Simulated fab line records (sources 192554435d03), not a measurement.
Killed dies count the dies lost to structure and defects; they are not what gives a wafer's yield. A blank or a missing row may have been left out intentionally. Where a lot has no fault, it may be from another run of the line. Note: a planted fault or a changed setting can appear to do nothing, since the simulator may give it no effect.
Lot-split experiment ; flow n5-finfet ; 39 wafers read across 7 lots, on a route 1938 steps long

== ON THE SPLIT ==
At N5_BEOL_M7_ILD_DEP_00 (deposits SiCOH lowk from DEMS/porogen, target thk 179.75 nm, time 33.4 s), the setting target-thk-a was moved away from the recipe's 1797.5 angstrom on 9 of the 39 wafers read, by -55.5% to +29.8%. This setting was run at the recipe's value on the other wafers.

== THE PATH FROM SPLIT TO READING: the file shows 1 step between them ==
- N5_BEOL_M7_CURE_74: cures SiCOH lowk, time 240 s

== THE READING ==
M7_ILD_THK, in nm, at N5_BEOL_M7_THK_MEAS_01. Typical for fault-free wafers on this fab line: 155.0 nm, with standard deviation 2.4 nm.

wafer;tool, chamber at the split;target-thk-a as run, angstrom;against the recipe;M7_ILD_THK, nm;against lot-mates on the recipe
L083.1;pecvd-02, 0;1797.5;recipe;152.3;-
L083.2;pecvd-02, 2;1797.5;recipe;153.0;-
L083.3;pecvd-02, 1;1797.5;recipe;154.5;-
L083.4;pecvd-02, 1;1797.5;recipe;157.0;-
L083.5;pecvd-02, 0;1797.5;recipe;156.4;-
L083.6;pecvd-02, 2;1797.5;recipe;155.3;-
L082.1;pecvd-02, 1;2333;+29.8%;203.1;+47.7
L082.2;pecvd-02, 2;1797.5;recipe;153.8;-
L082.3;pecvd-02, 0;2333;+29.8%;200.7;+45.3
L082.4;pecvd-02, 0;1797.5;recipe;157.1;-
L082.5;pecvd-02, 2;1797.5;recipe;155.3;-
L082.6;pecvd-02, 1;2333;+29.8%;203.2;+47.8
L093.1;pecvd-04, 1;1797.5;recipe;150.4;-
L093.2;pecvd-04, 2;1797.5;recipe;151.7;-
L093.3;pecvd-04, 0;1797.5;recipe;152.8;-
L093.4;pecvd-04, 0;1797.5;recipe;156.5;-
L093.5;pecvd-04, 2;1797.5;recipe;155.7;-
L093.6;pecvd-04, 1;1797.5;recipe;155.2;-
L095.2;pecvd-02, 2;1797.5;recipe;152.2;-
L095.3;pecvd-02, 0;1797.5;recipe;150.4;-
L095.4;pecvd-02, 1;1797.5;recipe;155.1;-
L094.1;pecvd-02, 0;800.7;-55.5%;68.1;-86.9
L094.2;pecvd-02, 2;800.7;-55.5%;67.1;-87.9
L094.3;pecvd-02, 1;1797.5;recipe;153.3;-
L094.4;pecvd-02, 1;1797.5;recipe;156.3;-
L094.5;pecvd-02, 0;800.7;-55.5%;66.6;-88.4
L094.6;pecvd-02, 2;1797.5;recipe;155.4;-
L096.1;pecvd-02, 2,0;1797.5;recipe;152.5;-
L096.2;pecvd-02, 0;1797.5;recipe;149.6;-
L096.3;pecvd-02, 1;1797.5;recipe;153.8;-
L096.4;pecvd-02, 2;1797.5;recipe;154.3;-
L096.5;pecvd-02, 1;1797.5;recipe;153.6;-
L096.6;pecvd-02, 2,0;1797.5;recipe;152.4;-
L097.1;pecvd-02, 2;1156;-35.7%;99.0;-57.5
L097.2;pecvd-02, 0;1797.5;recipe;155.7;-
L097.3;pecvd-02, 1;1156;-35.7%;100.2;-56.3
L097.4;pecvd-02, 2;1797.5;recipe;156.7;-
L097.5;pecvd-02, 1;1156;-35.7%;102.5;-54.0
L097.6;pecvd-02, 0;1797.5;recipe;157.2;-
Rows listing several chambers each stand for several wafers; the file does not say which wafer went through which chamber.

THE FIT
A straight line over all 39 wafers: M7_ILD_THK changes by +1.56 nm for each +1% of target-thk-a; r = +1.00; the points scatter about the line by 2.1 nm.
The same after taking each lot's own level away (the mean of its wafers on the recipe; 39 wafers): +1.58 nm for each +1%; r = +1.00; scatter 1.6 nm.
The reading moves by 87 nm for the largest change in target-thk-a, on that fit.
Measured against the standard deviation above, the lots' own levels, which go from 152.57 to 156.53 nm, span 1.7 times it.
Consequently the slope shifts little with the lot-to-lot level, the two slopes agreeing.
Check: -87.6 nm against its lot-mates is what the line predicts for one of the wafers moved furthest among these (-55.5%) when that wafer is left out of the fit. Against them it came out at -86.9 nm.

== ADDITIONAL SPLITS CARRIED BY THESE WAFERS ==
Other splits were also applied to these wafers ahead of the reading. Each is held against what the fit with the lots' levels taken away leaves over:
other split on the same wafers;wafers away from the commonest value;r with M7_ILD_THK (lot level and that fit taken away)
N5_BEOL_M4_TRENCH_ETCH_37 time-s;15;+0.08

== THE WHOLE CHAIN: every reading that the file lists as answering this split, in the file's order ==
step;what it does;reading;change (the file's fit);r (the file's)
N5_BEOL_M7_ILD_DEP_00;deposits SiCOH lowk from DEMS/porogen, target thk 179.75 nm, time 33.4 s;SiCOH_lowk_of_BEOL_M7_ILD_DEP_00.thk-nm (the simulator's own value, which no gauge read);+1.82 nm for each +1% of the setting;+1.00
N5_BEOL_M7_CURE_74;cures SiCOH lowk, time 240 s;SiCOH_lowk_of_BEOL_M7_ILD_DEP_00.thk-nm (the simulator's own value, which no gauge read);+1.58 nm for each +1% of the setting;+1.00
N5_BEOL_M7_THK_MEAS_01;;M7_ILD_THK;+1.58 for each +1% of the setting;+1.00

== FILE'S OWN FIT ==
M7_ILD_THK changes by +1.58 nm for each +1% of target-thk-a, r = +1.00.
